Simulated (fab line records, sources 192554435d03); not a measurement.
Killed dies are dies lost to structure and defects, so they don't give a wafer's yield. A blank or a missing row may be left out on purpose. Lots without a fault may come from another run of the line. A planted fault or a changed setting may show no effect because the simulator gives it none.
fab line records | flow n5_finfet
record lots=12 wafers=32 last_day=17
route steps=1938 shown BEOL_M11@1578 PASSIVATION@1936
lots that met no fault: from a run of the same line without faults
start_h: hours from the record's first day to the start of the lot's first wafer shown | wait_h: hours since the lot's step before | " the same as in the row above | L1.1+2: a row that stands for several wafers | - no value, or no start given | * or withheld: withheld | < > ~ a bound
route shown NAME@n: a module of which the file shows steps, and the number in the route of the first | usual: mean/standard deviation of fault-free wafers | same: alike in all rows | chamber/n: place in a boat | sites: the reading at each site | _std_site: their standard deviation | _edge_site: outer sites' mean less inner sites' | radius_mm: how far each site lies from the wafer's centre | mask NAME#n: copy n | behind: the tool/chamber that last shaped the wafer | hold: why the lot was held/for how many hours/how that ended | device: the transistor (n, p or np) that didn't switch | end of line: the same wafers' tests at the end of the route | a step without rows: its recipe alone | killed: dies lost to structure and defects at the first sort, not the wafer's yield | map: a wafer's dies, x killed, . not, _ none there
set.NAME: the setting as run; set.NAME@STEP: as run at that earlier step | model.NAME: the simulator's own value behind a step, which no gauge read
steps of the route over a sample of lots; a table a step, a row a wafer
services: from which hour (start_h, from the record's first day; less than 0 if before it) a tool's chamber was out of use, for how many hours, and why
## steps
# step N5_BEOL_M11_TRENCH_ETCH_37
# recipe chemistry=C4F6/O2 target_depth_a=1488.3 target=SiCOH_lowk time_s=48 ion_energy_ev=250 pressure_mtorr=30 source_w=345 bias_w=185 Ar_flow_sccm=300 C4F6_flow_sccm=10 O2_flow_sccm=10
# usual O2_flow_sccm=10.00/0.031 drypump_motor_current_A=5.7/0.49 oes_f_703_au=0.73/0.057 oes_o_777_au=0.73/0.051 oes_product_au=0.73/0.052 rf_fwd_power_W=341.7/1.4 rf_vpp_V=661/13 showerhead_plenum_p_Torr=2.81/0.065 throttle_valve_pct=21.12/0.22
# columns lot.wafer tool chamber start_h wait_h O2_flow_sccm drypump_motor_current_A oes_f_703_au oes_o_777_au oes_product_au rf_fwd_power_W rf_hours_counter_h rf_vpp_V showerhead_plenum_p_Torr throttle_valve_pct
L534.2 rie_diel-05 0 - - 9.97 5.9 0.80 0.80 0.77 344.2 136 644 2.75 20.97
L534.3 " 3 " " 10.00 4.7 0.72 0.73 0.73 340.9 188 667 2.83 20.96
L534.6 " 3 " " 9.96 4.7 0.72 0.73 0.73 339.3 - 667 2.83 20.96
L535.1 rie_diel-05 3 - - 9.99 4.7 0.71 0.73 0.73 337.0 190 668 2.82 20.98
L535.4 " 1 " " 10.00 5.1 0.67 0.69 0.69 339.7 201 678 2.83 21.37
L535.6 " 0 " " 10.03 5.9 0.80 0.79 0.78 344.0 - 644 2.75 20.97
L538.2 rie_diel-05 2 - - 10.04 6.4 0.72 0.72 0.74 345.3 163 680 2.87 21.39
L538.3 " 1 " " 10.00 5.2 0.66 0.68 0.69 342.4 204 679 2.83 21.37
L538.6 " 1 " " 10.01 5.2 0.67 0.68 0.68 340.3 - 678 2.83 21.38
L536.1 rie_diel-01 3 - - 10.00 5.7 0.71 0.71 0.71 341.2 196 665 2.81 21.02
L536.3 " 0 " " 10.04 5.3 0.80 0.78 0.80 342.6 105 645 2.86 20.93
L537.1 rie_diel-06 2 - - 9.98 6.3 0.68 0.69 0.69 340.4 242 664 2.92 21.23
L537.3 " 3 " " 9.99 5.6 0.72 0.72 0.71 342.2 215 651 2.72 21.12
L543.3 rie_diel-06 3 - - 10.03 5.7 0.71 0.72 0.70 341.6 226 650 2.71 21.14
L543.4 " 3 " " 9.99 5.7 0.71 0.71 0.69 343.5 - 651 2.71 21.13
L543.6 " 0 " " 9.99 6.1 0.78 0.78 0.76 342.9 - 661 2.96 20.70
L546.5 rie_diel-05 2 - - 10.01 6.3 0.70 0.71 0.73 343.2 - 679 2.86 21.45
L546.6 " 1 " " 9.98 5.2 0.66 0.67 0.67 341.4 - 678 2.82 21.43
L547.2 rie_diel-01 0 - - 10.01 5.3 0.78 0.76 0.76 341.1 128 643 2.85 20.97
L547.3 " 2 " " 9.95 5.9 0.77 0.76 0.79 341.1 110 651 2.74 20.94
L547.5 " 3 " " 10.02 5.8 0.69 0.69 0.69 339.5 - 665 2.80 21.08
L552.2 rie_diel-05 2 - - 10.05 6.3 0.69 0.69 0.71 343.4 195 680 2.85 21.44
L552.4 " 1 " " 10.01 5.2 0.65 0.66 0.67 340.7 237 676 2.82 21.44
L551.1 rie_diel-05 0 - - 10.03 5.8 0.77 0.77 0.74 342.1 170 645 2.74 21.03
L551.2 " 2 " " 10.01 6.3 0.69 0.70 0.70 342.2 199 680 2.85 21.45
L551.4 " 1 " " 9.96 5.2 0.64 0.66 0.66 341.1 241 679 2.81 21.43
L555.3 rie_diel-05 0 - - 9.99 5.8 0.77 0.76 0.74 343.2 171 643 2.74 20.99
L555.4 " 2 " " 10.04 6.3 0.69 0.69 0.71 343.5 200 680 2.85 21.46
L555.6 " 0 " " 9.99 5.8 0.77 0.77 0.74 343.9 - 644 2.74 21.01
L556.2 rie_diel-01 0 - - 9.96 5.3 0.76 0.75 0.76 342.9 139 643 2.85 20.99
L556.4 " 0 " " 9.98 5.3 0.77 0.75 0.77 342.5 - 643 2.85 20.98
L556.6 " 3 " " 9.95 5.7 0.69 0.68 0.69 341.2 - 663 2.80 21.10
# step N5_BEOL_M11_CD_MEAS_35
# recipe target_cd_nm=70 polarity=opening
# usual cd_nm=69.8/0.6
# columns lot.wafer tool chamber start_h wait_h cd_nm
L534.2 cd_sem-03 - 234.95 0.0 69.6
L534.3 " - " " 69.6
L534.6 " - " " 68.5
L535.1 cd_sem-02 - 241.50 0.0 69.8
L535.4 " - " " 69.8
L535.6 " - " " 68.8
L538.2 cd_sem-02 - 249.76 0.0 69.5
L538.3 " - " " 69.8
L538.6 " - " " 69.1
L536.1 cd_sem-02 - 250.25 0.0 69.5
L536.3 " - " " 70.0
L537.1 cd_sem-01 - 251.57 0.0 69.4
L537.3 " - " " 69.6
L543.3 cd_sem-02 - 285.02 0.0 69.7
L543.4 " - " " 69.6
L543.6 " - " " 69.5
L546.5 cd_sem-01 - 314.21 0.0 69.6
L546.6 " - " " 69.8
L547.2 cd_sem-03 - 335.21 0.0 69.6
L547.3 " - " " 70.3
L547.5 " - " " 70.4
L552.2 cd_sem-02 - 345.64 0.0 69.7
L552.4 " - " " 68.9
L551.1 cd_sem-01 - 357.69 0.0 69.6
L551.2 " - " " 69.2
L551.4 " - " " 70.3
L555.3 cd_sem-03 - 361.32 0.0 70.8
L555.4 " - " " 70.6
L555.6 " - " " 70.9
L556.2 cd_sem-01 - 368.27 0.0 70.1
L556.4 " - " " 70.1
L556.6 " - " " 70.2
# step N5_BEOL_M11_ANNEAL_51
# recipe temp_c=225 time_s=90 ambient=N2
# usual wafer_temp_C_max=226.4/0.35
# columns lot.wafer tool chamber start_h wait_h wafer_temp_C_max
L534.2 rtp_anneal-02 0 237.89 0.1 225.7
L534.3 " 0 " " 226.6
L534.6 " 0 " " 226.1
L535.1 rtp_anneal-02 0 243.89 0.7 226.3
L535.4 " 0 " " 226.0
L535.6 " 0 " " 226.2
L538.2 rtp_anneal-01 0 251.18 0.3 226.9
L538.3 " 0 " " 226.1
L538.6 " 0 " " 226.9
L536.1 rtp_anneal-01 0 251.55 0.1 226.2
L536.3 " 0 " " 226.0
L537.1 rtp_anneal-02 0 254.25 0.1 226.3
L537.3 " 0 " " 226.1
L543.3 rtp_anneal-01 0 287.03 0.4 226.9
L543.4 " 0 " " 226.3
L543.6 " 0 " " 226.8
L546.5 rtp_anneal-01 0 316.48 0.4 226.4
L546.6 " 0 " " 225.8
L547.2 rtp_anneal-02 0 336.83 0.2 226.4
L547.3 " 0 " " 226.4
L547.5 " 0 " " 226.3
L552.2 rtp_anneal-01 0 348.03 0.1 226.1
L552.4 " 0 " " 225.8
L551.1 rtp_anneal-02 0 360.52 0.1 225.9
L551.2 " 0 " " 226.3
L551.4 " 0 " " 226.6
L555.3 rtp_anneal-01 0 363.41 0.7 226.2
L555.4 " 0 " " 226.4
L555.6 " 0 " " 226.6
L556.2 rtp_anneal-01 0 370.66 0.1 227.0
L556.4 " 0 " " 227.0
L556.6 " 0 " " 226.6
# step N5_BEOL_M11_CMP_52
# recipe stop_on=SiCOH_lowk t_overpolish_s=7 down_force_psi=1 platen_rpm=50 clearing_platen_down_force_psi=1.5 clearing_platen_rpm=50 post_cmp_clean=cu_alkaline target_thk_nm=140 clearing_platen_pad_velocity_m_s=0.99484 pad_velocity_m_s=0.99484
# usual barrier_field_endpoint_s=28.9/0.74 motor_current_A=6.0/0.49 overpolish_run_s=6.999/0.0086 pad_life_wafers=1119/580 time_to_endpoint_s=66/3.4
# columns lot.wafer tool chamber start_h wait_h barrier_field_endpoint_s motor_current_A overpolish_run_s pad_life_wafers time_to_endpoint_s
L534.3 cmp-04 3 238.15 0.2 28.9 6.5 7.001 990 67
L534.2 " 0 " " 28.8 6.9 6.995 991 67
L534.6 " 3 " " 29.3 6.4 6.996 - 67
L535.4 cmp-04 2 244.20 0.1 29.1 5.7 6.994 1038 65
L535.1 " 3 " " 28.7 6.4 7.016 1039 69
L535.6 " 3 " " 29.3 6.2 7.003 - 70
L538.2 cmp-04 2 251.48 0.3 28.6 5.6 6.990 1099 68
L538.3 " 0 " " 16.4 6.7 6.998 1101 36
L538.6 " 1 " " 15.1 5.7 6.985 - 30
L536.3 cmp-04 1 251.92 0.2 15.1 6.0 6.991 1106 30
L536.1 " 2 " " 29.2 5.2 7.001 1107 68
L537.1 cmp-04 3 254.59 0.3 28.6 6.7 7.003 1123 68
L537.3 " 1 " " 15.3 6.1 7.000 1125 33
L543.3 cmp-02 1 287.24 0.2 29.0 5.3 7.011 1758 63
L543.4 " 3 " " 29.2 5.5 6.987 1760 67
L543.6 " 2 " " 28.8 6.0 6.994 - 70
L546.5 cmp-02 0 316.76 0.2 28.7 6.5 7.002 - 64
L546.6 " 1 " " 28.6 5.3 6.994 - 63
L547.3 cmp-02 3 337.49 0.6 29.9 5.6 7.008 120 69
L547.2 " 2 " " 29.4 6.0 6.983 123 67
L547.5 " 0 " " 30.1 5.9 6.997 - 67
L552.2 cmp-01 2 348.34 0.3 28.0 6.4 6.996 1237 65
L552.4 " 3 " " 27.5 5.8 6.988 1238 65
L551.2 cmp-01 3 360.82 0.2 28.4 5.7 6.995 1338 69
L551.4 " 0 " " 29.7 5.4 7.006 1339 73
L551.1 " 2 " " 29.4 6.0 6.994 1341 72
L555.4 cmp-04 2 363.69 0.2 29.8 5.4 7.007 1916 68
L555.3 " 3 " " 29.5 6.2 7.007 1917 70
L555.6 " 1 " " 28.2 6.0 6.992 - 57
L556.4 cmp-02 1 370.98 0.2 27.4 5.3 7.017 392 63
L556.2 " 2 " " 28.2 6.2 6.977 393 63
L556.6 " 0 " " 28.7 6.4 6.978 - 64
# step N5_PASSIVATION_PROBE_49
# usual defect_limited_yield=91.2/1.6 killed_at_M0_to_M3=31/10 killed_at_M4_up=14/4.4 killed_at_contacts=13/6 killed_at_front_end=43/13 killed_at_other=3.5/2.6 killed_dies=104/18 killed_open=68/14 killed_short=34/8.1 sort_bin_4_leakage=0.01/0.073 sort_bin_5_function=5.1/1.1 sort_bin_6_memory=3.3/0.68 sort_n_pass=1076/18 sort_yield_pct=91.2/1.6
# same gross_dies=1180 killed_at_back_side=0 sort_bin_8_speed[%]=0
# columns lot.wafer tool chamber start_h wait_h defect_limited_yield[%] killed_at_M0_to_M3 killed_at_M4_up killed_at_contacts killed_at_front_end killed_at_other killed_dies killed_open killed_short sort_bin_4_leakage[%] sort_bin_5_function[%] sort_bin_6_memory[%] sort_n_pass sort_yield_pct[%]
L536.1 prober-02 - 289.90 0.0 89.5 54 9 8 50 3 124 83 41 0 5.8 4.2 1056 89.5
L536.3 prober-02 - 290.00 0.1 90.3 41 10 15 47 1 114 63 43 0 6.4 2.3 1066 90.3
L537.1 prober-02 - 292.25 0.0 92.8 29 10 11 35 0 85 57 28 0 3.9 3.0 1095 92.8
L546.5 prober-02 - 351.45 0.2 88.3 51 14 28 38 7 138 89 49 0 7.6 3.8 1042 88.3
L546.6 prober-02 - 351.50 0.3 89.5 51 25 11 32 5 124 71 53 0 5.8 4.4 1056 89.5
L547.2 prober-01 - 379.97 0.1 93.1 28 16 5 30 3 82 52 29 0 4.0 2.8 1098 93.1
L547.3 prober-01 - 380.02 0.1 92.6 33 18 8 26 2 87 65 19 0 4.1 3.1 1093 92.6
L547.5 prober-01 - 380.12 0.2 92.5 14 17 15 41 2 89 69 17 0 4.2 3.3 1091 92.5
L552.2 prober-02 - 394.75 0.1 90.6 31 14 16 50 0 111 66 44 0.08 5.9 2.9 1068 90.5
L552.4 prober-02 - 394.85 0.2 90.6 40 12 23 35 1 111 71 35 0 5.4 3.2 1069 90.6
# killed by level:class
L536.1 STI_FIN_REVEAL:geometric_particle:open=20 BEOL_M0_SAQP:geometric_particle:open=16 BEOL_M3:geometric_particle:open=12 BEOL_M0_SAQP:geometric_particle:short=11 FIN_SAQP:geometric_particle:open=9 STI_FIN_REVEAL:geometric_particle:short=6 BEOL_M2:geometric_particle:open=6 MOL_CONTACT_COAG:geometric_particle:open=5
L536.3 FIN_SAQP:geometric_particle:short=14 BEOL_M3:geometric_particle:open=14 MOL_CONTACT_COAG:geometric_particle:open=10 BEOL_M0_SAQP:geometric_particle:short=9 FIN_SAQP:geometric_particle:open=8 HKMG_FIN:area_etch=8 MOL_CONTACT_COAG:geometric_particle:short=5 BEOL_M1:geometric_particle:open=5
L537.1 BEOL_M0_SAQP:geometric_particle:short=13 MOL_CONTACT_COAG:geometric_particle:open=11 FIN_SAQP:geometric_particle:open=10 BEOL_M0_SAQP:geometric_particle:open=9 DUMMY_GATE:geometric_particle:open=7 FIN_SAQP:geometric_particle:short=6 STI_FIN_REVEAL:geometric_particle:open=4 GATE_CUT:geometric_particle:short=3
L546.5 BEOL_M0_SAQP:geometric_particle:open=22 MOL_CONTACT_COAG:geometric_particle:open=20 BEOL_M0_SAQP:geometric_particle:short=14 FIN_SAQP:geometric_particle:open=13 MOL_CONTACT_COAG:geometric_particle:short=8 FIN_SAQP:geometric_particle:short=6 BEOL_M2:geometric_particle:open=5 BEOL_M3:geometric_particle:open=5
L546.6 BEOL_M0_SAQP:geometric_particle:short=14 BEOL_M0_SAQP:geometric_particle:open=13 BEOL_M2:geometric_particle:open=12 BEOL_M4:geometric_particle:open=12 FIN_SAQP:geometric_particle:short=9 MOL_CONTACT_COAG:geometric_particle:open=7 STARTING-WAFER:geometric_particle:short=6 GATE_CUT:geometric_particle:short=5
L547.2 BEOL_M4:geometric_particle:open=8 BEOL_M0_SAQP:geometric_particle:short=7 FIN_SAQP:geometric_particle:open=6 BEOL_M2:geometric_particle:open=6 MOL_CONTACT_COAG:geometric_particle:open=5 BEOL_M1:geometric_particle:short=5 ILD0:geometric_particle:open=4 GATE_CUT:geometric_particle:open=4
L547.3 BEOL_M1:geometric_particle:open=8 BEOL_M2:geometric_particle:open=8 BEOL_M4:geometric_particle:open=8 MOL_CONTACT_COAG:geometric_particle:open=7 BEOL_M3:geometric_particle:open=7 FIN_SAQP:geometric_particle:open=6 BEOL_M0_SAQP:geometric_particle:open=5 STARTING-WAFER:geometric_particle:open=5
L547.5 MOL_CONTACT_COAG:geometric_particle:open=15 STI_FIN_REVEAL:geometric_particle:open=11 FIN_SAQP:geometric_particle:open=8 BEOL_M4:geometric_particle:open=8 BEOL_M2:geometric_particle:open=4 BEOL_M3:geometric_particle:open=4 FIN_SAQP:geometric_particle:short=3 DUMMY_GATE:geometric_particle:short=3
L552.2 MOL_CONTACT_COAG:geometric_particle:open=12 BEOL_M2:geometric_particle:open=10 STI_FIN_REVEAL:geometric_particle:open=8 DUMMY_GATE:geometric_particle:open=7 FIN_SAQP:geometric_particle:short=6 FIN_SAQP:geometric_particle:open=6 BEOL_M4:geometric_particle:open=6 STARTING-WAFER:geometric_particle:short=6
L552.4 MOL_CONTACT_COAG:geometric_particle:open=19 BEOL_M2:geometric_particle:open=9 GATE_CUT:geometric_particle:open=6 BEOL_M0_SAQP:geometric_particle:open=6 BEOL_M1:geometric_particle:open=6 FIN_SAQP:geometric_particle:short=5 DUMMY_GATE:geometric_particle:open=5 BEOL_M0_SAQP:geometric_particle:short=5
## services
# columns tool chamber start_h hours kind
cmp-02 - 212.42 2.3 repair
cmp-02 - 224.34 2.1 repair
rie_diel-06 1 239.83 1.3 repair
rie_diel-05 0 244.70 16.5 repair
cmp-02 - 257.53 0.8 repair
rie_diel-06 2 280.12 - clean
cmp-04 - 285.45 0.6 repair
rie_diel-05 3 289.73 3.8 repair
cmp-04 - 310.21 2.9 repair
rie_diel-01 0 319.60 5.4 repair
cmp-02 - 322.57 4.0 pm
rie_diel-06 1 325.20 24.4 repair
rie_diel-01 1 325.64 - clean
rie_diel-01 1 325.64 - consumable_replace:focus_ring
rie_diel-01 1 325.64 - consumable_replace:showerhead
rie_diel-01 1 325.64 15.8 scheduled_down
rie_diel-01 1 325.64 15.8 vent_cycle
cmp-02 - 326.57 - consumable_replace:conditioner
cmp-02 - 326.57 - consumable_replace:pad
rie_diel-05 0 330.30 1.4 repair
cmp-04 - 332.89 15.3 pm
rie_diel-06 - 339.26 2.8 pm
cmp-04 - 355.97 2.6 repair
rie_diel-01 1 361.78 7.6 repair
## key
first_sign step=N5_BEOL_M11_CMP_52 reading=barrier_field_endpoint_s direction=down sigmas=18 usual=28.9 struck=15.5
effect step=N5_BEOL_M11_CMP_52 reading=time_to_endpoint_s direction=down sigmas=10 usual=* struck=*
met_at N5_BEOL_M11_CMP_52
struck_lots L536,L537,L538
struck_wafers L536.3,L537.3,L538.3,L538.6
not_acting_at N5_BEOL_M11_TRENCH_ETCH_37,N5_BEOL_M11_CD_MEAS_35,N5_BEOL_M11_ANNEAL_51
onset_between 244.20 251.48
fault kind=process_parameter_drift tool=cmp-04 chamber=- onset_h=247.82 steps=N5_BEOL_M11_CMP_52 channel=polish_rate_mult offset=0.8 shape=step end_h=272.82 scope=struck_wafers_only
